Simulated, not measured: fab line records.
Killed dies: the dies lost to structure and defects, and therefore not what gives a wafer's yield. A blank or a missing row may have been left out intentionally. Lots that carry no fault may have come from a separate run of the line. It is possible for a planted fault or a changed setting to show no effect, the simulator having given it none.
fab line records	flow nandHarc
record: lots: 5	wafers: 15	lastDay: 30
route steps=1302 shown P_STI@109 P_GATE@110
lots that met no fault: taken from a fault-free run of the same line
startH: hours from the record's opening day to when the first of the lot's shown wafers began	waitH: hours elapsed since this lot's preceding step	" repeats the value in the row above	L1.1+2: several wafers, shown together as one row	- value missing, or start not given	* or withheld: withheld	< > ~ a bound
route shown NAME@n: NAME is a module with steps in the file, n the number in the route of the first one	usual: mean and standard deviation over wafers with no fault	same: alike in all rows	chamber/n: place in a boat	sites: readings site by site	_std_site: standard deviation across them	_edge_site: mean of outer sites minus mean of inner sites	radiusMm: for every site, how far away it sits from the centre of the wafer	mask NAME#n: copy n	behind: tool/chamber where the wafer was last shaped	hold: reason for holding the lot/hours on hold/outcome of the hold	device: transistor that didn't switch, given as n, p or np	end of line: tests run on the same wafers once the route is complete	step lacking rows: just its recipe	killed: the dies lost at the first sort to structure and to defects; this is not the yield of the wafer	map: a wafer's dies, x killed, . not, _ none there
set.NAME: the setting the step ran with; set.NAME@STEP: the setting that earlier step ran with	model.NAME: the simulator's own value behind a step, which no gauge read
lots at some steps of the route; a table a step, a row a wafer
services: a tool's chamber out of use, with start hour (startH, from the record's first day; less than 0 if before it), hours out, and reason
== steps ==
step: NHARC_P_STI_INSPECT_25
usual: rawDefectCount: 209/65
lot.wafer	tool	chamber	startH	waitH	rawDefectCount
L079.1	defectInspect-02	-	122.51	0.4	150
L079.3	"	-	"	"	165
L079.6	"	-	"	"	136
L082.3	defectInspect-01	-	158.24	0.4	327
L082.5	"	-	"	"	293
L082.6	"	-	"	"	187
L084.1	defectInspect-02	-	178.77	0.4	260
L084.4	"	-	"	"	163
L084.5	"	-	"	"	190
L086.3	defectInspect-02	-	186.98	0.4	117
L086.4	"	-	"	"	160
L086.6	"	-	"	"	151
L089.1	defectInspect-02	-	220.97	0.4	250
L089.3	"	-	"	"	285
L089.5	"	-	"	"	262
step: NHARC_P_GATE_ETCH_69
recipe: targetDepthA: 140	chemistry: dHF	material: SiO2
lot.wafer	tool	chamber	startH	waitH
L079.6+1+3	wetBench-06	0,3,4	122.56	0.0
L082.6+3+5	wetBench-09	4,5,0	158.31	0.1
L084.5+1+4	wetBench-06	4,6,7	178.84	0.1
L086.6+4+3	wetBench-03	0,1,5	187.03	0.0
L089.5+3+1	wetBench-09	5,6,0	221.04	0.1
step: NHARC_P_GATE_PRECLEAN_70
recipe: timeS: *	tempC: 50	bathAgeMin: 0	chemistry: SC1
lot.wafer	tool	chamber	startH	waitH
L079.6+1+3	wetBench-06	0,3,4	122.66	0.1
L082.6+3+5	wetBench-09	4,5,0	158.39	0.1
L084.5+1+4	wetBench-06	4,6,7	178.92	0.1
L086.6+4+3	wetBench-03	0,1,5	187.12	0.1
L089.5+3+1	wetBench-09	5,6,0	221.12	0.1
step: NHARC_P_GATE_SRD_01
lot.wafer	tool	chamber	startH	waitH
L079.6+1+3	wetBench-06	0,3,4	-	-
L082.6+3+5	wetBench-09	4,5,0	-	-
L084.5+1+4	wetBench-06	4,6,7	-	-
L086.6+4+3	wetBench-03	0,1,5	-	-
L089.5+3+1	wetBench-09	5,6,0	-	-
step: NHARC_P_GATE_OXIDE_02
recipe: targetThkA: 375	tempC: 950	pH2oTorr: 720	oxTimeS: 365	material: SiO2
usual: spikeTcBottomC: 966.4/1.7
lot.wafer	tool	chamber	startH	waitH	spikeTcBottomC
L079.1	furnace-08	0	127.11	-	966.9
L079.3	"	0	"	"	965.5
L079.6	"	0	"	"	968.8
L082.3	furnace-05	0	163.09	-	964.1
L082.5	"	0	"	"	964.0
L082.6	"	0	"	"	963.7
L084.1	furnace-02	0	182.26	-	965.2
L084.4	"	0	"	"	965.3
L084.5	"	0	"	"	966.0
L086.3	furnace-08	0	190.34	-	967.0
L086.4	"	0	"	"	967.4
L086.6	"	0	"	"	968.0
L089.1	furnace-08	0	224.67	-	967.6
L089.3	"	0	"	"	967.0
L089.5	"	0	"	"	965.4
step: NHARC_P_GATE_DEHYDRATE_03
recipe: tempC: 150	timeS: 120
lot.wafer	tool	chamber	startH	waitH
L079.1+3+6	lithoTrack-05	0	131.72	0.4
L082.3+5+6	lithoTrack-03	0	167.63	0.4
L084.1+4+5	lithoTrack-07	0	186.84	0.4
L086.3+4+6	lithoTrack-07	0	194.91	0.4
L089.1+3+5	lithoTrack-07	0	229.27	0.4
step: NHARC_P_GATE_HMDS_04
recipe: timeS: 30
lot.wafer	tool	chamber	startH	waitH
L079.1+3+6	lithoTrack-05	0	-	-
L082.3+5+6	lithoTrack-03	0	-	-
L084.1+4+5	lithoTrack-07	0	-	-
L086.3+4+6	lithoTrack-07	0	-	-
L089.1+3+5	lithoTrack-07	0	-	-
step: NHARC_P_GATE_COAT_05
recipe: spinRpm: 4690
lot.wafer	tool	chamber	startH	waitH
L079.1+3+6	lithoTrack-05	0	-	-
L082.3+5+6	lithoTrack-03	0	-	-
L084.1+4+5	lithoTrack-07	0	-	-
L086.3+4+6	lithoTrack-07	0	-	-
L089.1+3+5	lithoTrack-07	0	-	-
step: NHARC_P_GATE_SOFTBAKE_06
recipe: tempC: 122	timeS: 95
lot.wafer	tool	chamber	startH	waitH
L079.1+3+6	lithoTrack-05	0	-	-
L082.3+5+6	lithoTrack-03	0	-	-
L084.1+4+5	lithoTrack-07	0	-	-
L086.3+4+6	lithoTrack-07	0	-	-
L089.1+3+5	lithoTrack-07	0	-	-
step: NHARC_P_GATE_EBR_07
lot.wafer	tool	chamber	startH	waitH
L079.1+3+6	lithoTrack-05	0	-	-
L082.3+5+6	lithoTrack-03	0	-	-
L084.1+4+5	lithoTrack-07	0	-	-
L086.3+4+6	lithoTrack-07	0	-	-
L089.1+3+5	lithoTrack-07	0	-	-
step: NHARC_P_GATE_EXPOSE_08
recipe: na: 0.6	doseMj: 16.75	maskId: P_HV
lot.wafer	tool	chamber	startH	waitH	mask
L079.1+3+6	krfScanner-02	0	131.99	-	P_HV#0
L082.3+5+6	krfScanner-02	0	167.91	-	P_HV#0
L084.1+4+5	krfScanner-04	0	187.11	-	P_HV#0
L086.3+4+6	krfScanner-04	0	195.35	-	P_HV#0
L089.1+3+5	krfScanner-04	0	229.42	-	P_HV#0
step: NHARC_P_GATE_PEB_09
recipe: pebTempC: 118	pebTimeS: 85
lot.wafer	tool	chamber	startH	waitH
L079.1+3+6	lithoTrack-03	0	132.06	0.1
L082.3+5+6	lithoTrack-05	0	167.97	0.1
L084.1+4+5	lithoTrack-05	0	187.18	0.1
L086.3+4+6	lithoTrack-07	0	195.41	0.1
L089.1+3+5	lithoTrack-07	0	229.49	0.1
step: NHARC_P_GATE_DEVELOP_10
recipe: timeS: 70
lot.wafer	tool	chamber	startH	waitH
L079.1+3+6	lithoTrack-03	0	-	-
L082.3+5+6	lithoTrack-05	0	-	-
L084.1+4+5	lithoTrack-05	0	-	-
L086.3+4+6	lithoTrack-07	0	-	-
L089.1+3+5	lithoTrack-07	0	-	-
step: NHARC_P_GATE_CD_MEAS_11
recipe: targetCdNm: 1640	landingEnergyEv: 500
usual: cdNm: 1639.7/2.4
lot.wafer	tool	chamber	startH	waitH	cdNm
L079.1	cdSem-01	0	132.15	-	1635.2
L079.3	"	0	"	"	1637.5
L079.6	"	0	"	"	1637.5
L082.3	cdSem-03	0	168.06	-	1639.6
L082.5	"	0	"	"	1637.1
L082.6	"	0	"	"	1638.8
L084.1	cdSem-02	0	187.27	-	1634.9
L084.4	"	0	"	"	1636.1
L084.5	"	0	"	"	1638.7
L086.3	cdSem-02	0	195.50	-	1639.9
L086.4	"	0	"	"	1640.6
L086.6	"	0	"	"	1640.5
L089.1	cdSem-01	0	229.58	-	1638.2
L089.3	"	0	"	"	1640.8
L089.5	"	0	"	"	1642.1
step: NHARC_P_GATE_HARDBAKE_12
recipe: tempC: 125	timeS: 80
lot.wafer	tool	chamber	startH	waitH
L079.1+3+6	lithoTrack-07	0	132.23	-
L082.3+5+6	lithoTrack-03	0	168.14	-
L084.1+4+5	lithoTrack-03	0	187.35	-
L086.3+4+6	lithoTrack-05	0	195.58	-
L089.1+3+5	lithoTrack-03	0	229.66	-
step: NHARC_P_GATE_DESCUM_13
recipe: timeS: 3	o2FlowSccm: 200	arFlowSccm: 0	biasPowerW: 0	chemistry: O2
usual: drypumpMotorCurrentA: 5.8/0.39	o2FlowSccm: 200.0/0.61	oesProductAu: 1.001/0.01	rfVppV: 57.9/0.88	showerheadPlenumPTorr: 1.94/0.085	throttleValvePct: 11.310/0.0095
lot.wafer	tool	chamber	startH	waitH	drypumpMotorCurrentA	o2FlowSccm	oesProductAu	rfHoursCounterH	rfVppV	showerheadPlenumPTorr	throttleValvePct
L079.3	rieDiel-05	2	132.32	-	5.5	200.2	0.986	2	58.0	1.86	11.316
L079.1	"	0	"	"	6.1	199.6	1.011	3	58.6	1.91	11.316
L079.6	"	2	"	"	5.5	200.0	0.989	-	56.5	1.86	11.312
L082.3	rieDiel-05	0	168.23	-	6.1	200.6	1.023	4	57.7	1.91	11.308
L082.6	"	3	"	"	6.4	200.0	0.998	-	59.2	2.06	11.298
L082.5	"	0	"	"	6.1	200.5	1.012	-	56.8	1.91	11.303
L084.4	rieDiel-06	0	187.43	-	5.5	200.7	1.008	2	58.4	1.96	11.323
L084.1	"	3	"	"	5.7	200.4	1.019	2	59.7	2.02	11.313
L084.5	"	1	"	"	5.1	199.9	1.015	-	57.0	1.93	11.317
L086.3	rieDiel-05	0	195.66	-	6.1	200.5	1.012	6	58.2	1.91	11.314
L086.4	"	3	"	"	6.4	200.0	1.003	7	57.0	2.06	11.298
L086.6	"	1	"	"	5.9	200.8	1.019	-	58.6	1.91	11.320
L089.3	rieDiel-06	1	229.74	-	5.1	199.9	1.013	6	56.4	1.93	11.303
L089.1	"	2	"	"	5.5	199.8	1.012	6	57.2	1.79	11.312
L089.5	"	2	"	"	5.5	199.8	1.010	-	57.4	1.79	11.322
step: NHARC_P_GATE_ETCH_14
recipe: targetDepthA: 488	chemistry: dHF	material: SiO2
lot.wafer	tool	chamber	startH	waitH
L079.6+1+3	wetBench-09	6,2,3	132.45	0.1
L082.6+3+5	wetBench-06	3,5,6	168.36	0.1
L084.1+5+4	wetBench-06	4,5,0	187.57	0.1
L086.3+6+4	wetBench-09	2,3,4	195.79	0.1
L089.5+1+3	wetBench-06	2,6,7	229.87	0.1
step: NHARC_P_GATE_STRIP_15
recipe: timeS: 780	tempC: 130	chemistry: SPM
lot.wafer	tool	chamber	startH	waitH
L079.6+1+3	wetBench-09	6,2,3	132.49	0.0
L082.6+3+5	wetBench-06	3,5,6	168.40	0.0
L084.1+5+4	wetBench-06	4,5,0	187.61	0.0
L086.3+6+4	wetBench-09	2,3,4	195.83	0.0
L089.5+1+3	wetBench-06	2,6,7	229.91	0.0
step: NHARC_P_GATE_PRECLEAN_71
recipe: timeS: *	tempC: 50	bathAgeMin: 0	chemistry: SC1
lot.wafer	tool	chamber	startH	waitH
L079.6+1+3	wetBench-09	6,2,3	-	-
L082.6+3+5	wetBench-06	3,5,6	-	-
L084.1+5+4	wetBench-06	4,5,0	-	-
L086.3+6+4	wetBench-09	2,3,4	-	-
L089.5+1+3	wetBench-06	2,6,7	-	-
step: NHARC_P_GATE_SRD_72
lot.wafer	tool	chamber	startH	waitH
L079.6+1+3	wetBench-09	6,2,3	-	-
L082.6+3+5	wetBench-06	3,5,6	-	-
L084.1+5+4	wetBench-06	4,5,0	-	-
L086.3+6+4	wetBench-09	2,3,4	-	-
L089.5+1+3	wetBench-06	2,6,7	-	-
step: NHARC_P_GATE_OXIDE_16
recipe: targetThkA: 30	tempC: 875	oxTimeS: 392	material: SiO2
usual: spikeTcBottomC: 892.1/1.5
lot.wafer	tool	chamber	startH	waitH	spikeTcBottomC
L079.1	furnace-08	0	135.92	-	890.8
L079.3	"	0	"	"	893.1
L079.6	"	0	"	"	892.7
L082.3	furnace-08	0	171.83	-	892.9
L082.5	"	0	"	"	894.2
L082.6	"	0	"	"	892.8
L084.1	furnace-02	0	191.17	-	891.6
L084.4	"	0	"	"	891.2
L084.5	"	0	"	"	892.4
L086.3	furnace-08	0	199.10	-	892.0
L086.4	"	0	"	"	894.0
L086.6	"	0	"	"	893.1
L089.1	furnace-08	0	233.39	-	894.6
L089.3	"	0	"	"	893.2
L089.5	"	0	"	"	894.3
step: NHARC_P_GATE_CVD_17
recipe: targetThkA: 1500	tempC: 620	timeS: 900	material: poly-Si
usual: spikeTcBottomC: 641/5.7
lot.wafer	tool	chamber	startH	waitH	spikeTcBottomC
L079.1	lpcvdPoly-01	0	142.04	2.6	633
L079.3	"	0	"	"	634
L079.6	"	0	"	"	634
L082.3	lpcvdPoly-02	0	178.07	2.7	643
L082.5	"	0	"	"	645
L082.6	"	0	"	"	644
L084.1	lpcvdPoly-03	0	197.20	2.5	646
L084.4	"	0	"	"	646
L084.5	"	0	"	"	646
L086.3	lpcvdPoly-03	0	205.16	2.5	645
L086.4	"	0	"	"	646
L086.6	"	0	"	"	645
L089.1	lpcvdPoly-01	0	239.53	2.6	634
L089.3	"	0	"	"	634
L089.5	"	0	"	"	633
step: NHARC_P_GATE_HM_DEP_102
recipe: targetThkA: 1200	tempC: 400	material: aC
usual: throttleValvePct: 35.000/0.0093
lot.wafer	tool	chamber	startH	waitH	throttleValvePct
L079.1	aclDep-02	0	144.65	0.4	34.991
L079.3	"	0	"	"	35.010
L079.6	"	0	"	"	34.984
L082.3	aclDep-01	0	182.67	2.4	34.996
L082.5	"	0	"	"	34.996
L082.6	"	0	"	"	34.986
L084.1	aclDep-03	0	202.40	3.0	34.993
L084.4	"	0	"	"	35.002
L084.5	"	0	"	"	35.016
L086.3	aclDep-03	0	208.80	1.4	35.006
L086.4	"	0	"	"	34.993
L086.6	"	0	"	"	35.005
L089.1	aclDep-03	0	248.29	6.5	34.995
L089.3	"	0	"	"	35.001
L089.5	"	0	"	"	35.017
step: NHARC_P_GATE_DEP_103
recipe: targetThkA: 300	targetThkNm: 30	tempC: 400	flowSccm: 200	rfW: 350	material: SiON
usual: heaterPowerW: 703/82
lot.wafer	tool	chamber	startH	waitH	heaterPowerW
L079.3	pecvd-02	0	145.32	0.3	673
L079.1	"	2	"	"	656
L079.6	"	2	"	"	658
L082.3	pecvd-02	1	183.14	0.4	700
L082.6	"	0	"	"	685
L082.5	"	2	"	"	657
L084.1	pecvd-02	1	203.14	0.6	811
L084.4	"	2	"	"	683
L084.5	"	1	"	"	805
L086.3	pecvd-03	1	209.28	0.4	699
L086.6	"	1	"	"	724
L086.4	"	2	"	"	850
L089.3	pecvd-04	1	248.95	0.3	668
L089.1	"	0	"	"	835
L089.5	"	0	"	"	838
step: NHARC_P_GATE_DEHYDRATE_18
recipe: tempC: 150	timeS: 120
lot.wafer	tool	chamber	startH	waitH
L079.1+3+6	lithoTrack-06	0	145.59	0.2
L082.3+5+6	lithoTrack-01	0	183.39	0.2
L084.1+4+5	lithoTrack-01	0	203.35	0.2
L086.3+4+6	lithoTrack-01	0	209.53	0.2
L089.1+3+5	lithoTrack-04	0	249.22	0.2
step: NHARC_P_GATE_HMDS_19
recipe: timeS: 30
lot.wafer	tool	chamber	startH	waitH
L079.1+3+6	lithoTrack-06	0	-	-
L082.3+5+6	lithoTrack-01	0	-	-
L084.1+4+5	lithoTrack-01	0	-	-
L086.3+4+6	lithoTrack-01	0	-	-
L089.1+3+5	lithoTrack-04	0	-	-
step: NHARC_P_GATE_COAT_20
recipe: spinRpm: 1500	resistThkNm: 90
lot.wafer	tool	chamber	startH	waitH
L079.1+3+6	lithoTrack-06	0	-	-
L082.3+5+6	lithoTrack-01	0	-	-
L084.1+4+5	lithoTrack-01	0	-	-
L086.3+4+6	lithoTrack-01	0	-	-
L089.1+3+5	lithoTrack-04	0	-	-
step: NHARC_P_GATE_SOFTBAKE_21
recipe: tempC: 105	timeS: 55
lot.wafer	tool	chamber	startH	waitH
L079.1+3+6	lithoTrack-06	0	-	-
L082.3+5+6	lithoTrack-01	0	-	-
L084.1+4+5	lithoTrack-01	0	-	-
L086.3+4+6	lithoTrack-01	0	-	-
L089.1+3+5	lithoTrack-04	0	-	-
step: NHARC_P_GATE_EBR_22
lot.wafer	tool	chamber	startH	waitH
L079.1+3+6	lithoTrack-06	0	-	-
L082.3+5+6	lithoTrack-01	0	-	-
L084.1+4+5	lithoTrack-01	0	-	-
L086.3+4+6	lithoTrack-01	0	-	-
L089.1+3+5	lithoTrack-04	0	-	-
step: NHARC_P_GATE_EXPOSE_23
recipe: na: 1.35	targetCdNm: 120	doseMj: 93.91	maskId: P_GATE
lot.wafer	tool	chamber	startH	waitH	mask
L079.1+3+6	arfiScanner-03	0	145.73	-	P_GATE#0
L082.3+5+6	arfiScanner-03	0	183.66	-	P_GATE#0
L084.1+4+5	arfiScanner-02	0	203.49	-	P_GATE#0
L086.3+4+6	arfiScanner-01	0	209.80	-	P_GATE#0
L089.1+3+5	arfiScanner-02	0	250.15	-	P_GATE#0
step: NHARC_P_GATE_PEB_24
recipe: pebTempC: 100	pebTimeS: 65
lot.wafer	tool	chamber	startH	waitH
L079.1+3+6	lithoTrack-01	0	145.79	0.1
L082.3+5+6	lithoTrack-01	0	183.72	0.0
L084.1+4+5	lithoTrack-06	0	203.55	0.1
L086.3+4+6	lithoTrack-01	0	209.86	0.0
L089.1+3+5	lithoTrack-04	0	250.22	0.1
step: NHARC_P_GATE_DEVELOP_25
recipe: developTimeS: 35	devTempC: 23
lot.wafer	tool	chamber	startH	waitH
L079.1+3+6	lithoTrack-01	0	-	-
L082.3+5+6	lithoTrack-01	0	-	-
L084.1+4+5	lithoTrack-06	0	-	-
L086.3+4+6	lithoTrack-01	0	-	-
L089.1+3+5	lithoTrack-04	0	-	-
step: NHARC_P_GATE_CD_MEAS_26
recipe: targetCdNm: 120	landingEnergyEv: 500
usual: cdNm: 120.0/0.78
lot.wafer	tool	chamber	startH	waitH	cdNm
L079.1	cdSem-03	0	145.87	-	119.0
L079.3	"	0	"	"	119.0
L079.6	"	0	"	"	119.3
L082.3	cdSem-01	0	183.80	-	119.0
L082.5	"	0	"	"	118.5
L082.6	"	0	"	"	119.4
L084.1	cdSem-01	0	203.63	-	120.2
L084.4	"	0	"	"	120.1
L084.5	"	0	"	"	119.9
L086.3	cdSem-02	0	209.94	-	119.6
L086.4	"	0	"	"	119.8
L086.6	"	0	"	"	120.2
L089.1	cdSem-03	0	250.30	-	121.2
L089.3	"	0	"	"	120.5
L089.5	"	0	"	"	120.8
step: NHARC_P_GATE_OVL_MEAS_27
usual: overlayXNm: 0.1/0.81	overlayYNm: 0.1/0.83
lot.wafer	tool	chamber	startH	waitH	overlayXNm	overlayYNm
L079.1	overlay-01	-	145.96	-	0.1	-0.3
L079.3	"	-	"	"	0.6	-0.3
L079.6	"	-	"	"	-0.2	-0.6
L082.3	overlay-01	-	183.88	-	-0.5	0.5
L082.5	"	-	"	"	-0.7	1.1
L082.6	"	-	"	"	-0.6	1.0
L084.1	overlay-02	-	203.72	-	0.0	-0.2
L084.4	"	-	"	"	-0.3	-0.6
L084.5	"	-	"	"	0.0	-0.2
L086.3	overlay-02	-	210.02	-	1.2	-2.2
L086.4	"	-	"	"	0.3	-1.6
L086.6	"	-	"	"	0.4	-1.7
L089.1	overlay-02	-	250.38	-	-0.6	0.8
L089.3	"	-	"	"	0.1	0.6
L089.5	"	-	"	"	0.3	0.3
step: NHARC_P_GATE_INSPECT_28
usual: rawDefectCount: 6/3.4
lot.wafer	tool	chamber	startH	waitH	rawDefectCount
L079.1	defectInspect-01	-	146.00	0.0	10
L079.3	"	-	"	"	5
L079.6	"	-	"	"	7
L082.3	defectInspect-01	-	183.92	0.0	3
L082.5	"	-	"	"	6
L082.6	"	-	"	"	9
L084.1	defectInspect-01	-	203.76	0.0	13
L084.4	"	-	"	"	14
L084.5	"	-	"	"	4
L086.3	defectInspect-01	-	210.06	0.0	6
L086.4	"	-	"	"	7
L086.6	"	-	"	"	4
L089.1	defectInspect-02	-	250.42	0.0	9
L089.3	"	-	"	"	3
L089.5	"	-	"	"	7
step: NHARC_P_GATE_DESCUM_31
recipe: timeS: 3	o2FlowSccm: 200	arFlowSccm: 0	biasPowerW: 0	chemistry: O2
usual: drypumpMotorCurrentA: 5.8/0.39	o2FlowSccm: 200.0/0.54	oesProductAu: 1.001/0.0092	rfVppV: 58.0/0.85	showerheadPlenumPTorr: 1.94/0.088	throttleValvePct: 11.310/0.0092
lot.wafer	tool	chamber	startH	waitH	drypumpMotorCurrentA	o2FlowSccm	oesProductAu	rfHoursCounterH	rfVppV	showerheadPlenumPTorr	throttleValvePct
L079.1	rieDiel-06	0	146.06	0.1	5.5	199.8	0.995	0	58.7	1.96	11.295
L079.3	"	2	"	"	5.5	200.1	1.009	0	57.3	1.79	11.315
L079.6	"	3	"	"	5.7	200.4	1.008	-	58.7	2.02	11.319
L082.3	rieDiel-06	2	183.99	0.1	5.5	199.9	1.022	3	60.1	1.79	11.323
L082.5	"	1	"	"	5.1	199.0	0.996	-	58.1	1.93	11.302
L082.6	"	2	"	"	5.5	199.7	1.010	-	56.1	1.79	11.304
L084.1	rieDiel-05	1	203.83	0.1	6.0	200.8	1.005	7	57.8	1.91	11.318
L084.5	"	0	"	"	6.1	199.3	1.011	-	56.2	1.91	11.320
L084.4	"	3	"	"	6.4	200.2	0.997	-	58.4	2.06	11.300
L086.3	rieDiel-12	1	210.13	0.1	5.8	199.9	0.997	8	56.6	1.96	11.306
L086.4	"	2	"	"	5.9	200.4	0.997	6	56.6	1.79	11.306
L086.6	"	0	"	"	5.9	200.7	0.995	-	58.5	2.03	11.307
L089.1	rieDiel-12	2	250.49	0.1	5.9	200.7	0.998	9	56.4	1.79	11.302
L089.3	"	0	"	"	5.9	199.2	1.003	11	58.6	2.03	11.314
L089.5	"	2	"	"	5.9	200.3	0.990	-	58.4	1.79	11.318
== services ==
tool	chamber	startH	hours	kind
lithoTrack-03	-	100.00	7.0	pm
rieDiel-06	2	109.60	6.1	repair
aclDep-03	-	120.99	13.0	pm
lithoTrack-05	-	124.00	7.0	pm
rieDiel-06	-	124.93	0.1	repair
lpcvdPoly-03	-	125.15	6.6	repair
rieDiel-06	-	130.27	9.0	pm
rieDiel-05	0	134.22	4.4	repair
krfScanner-04	-	142.36	0.7	repair
pecvd-02	2	149.74	5.4	repair
lithoTrack-01	-	155.00	7.0	pm
rieDiel-05	2	155.74	2.8	repair
pecvd-02	0	158.48	20.2	repair
wetBench-09	-	176.86	8.0	pm
lithoTrack-06	-	179.00	7.0	pm
krfScanner-04	-	182.00	4.0	pm
wetBench-06	-	193.60	8.0	pm
lithoTrack-04	-	203.00	7.0	pm
wetBench-03	-	210.40	8.0	pm
rieDiel-06	2	213.22	6.0	repair
rieDiel-06	3	220.10	6.1	repair
pecvd-02	-	227.37	13.0	pm
rieDiel-05	-	229.66	9.0	pm
rieDiel-05	2	240.45	12.0	repair
== key ==
fault none
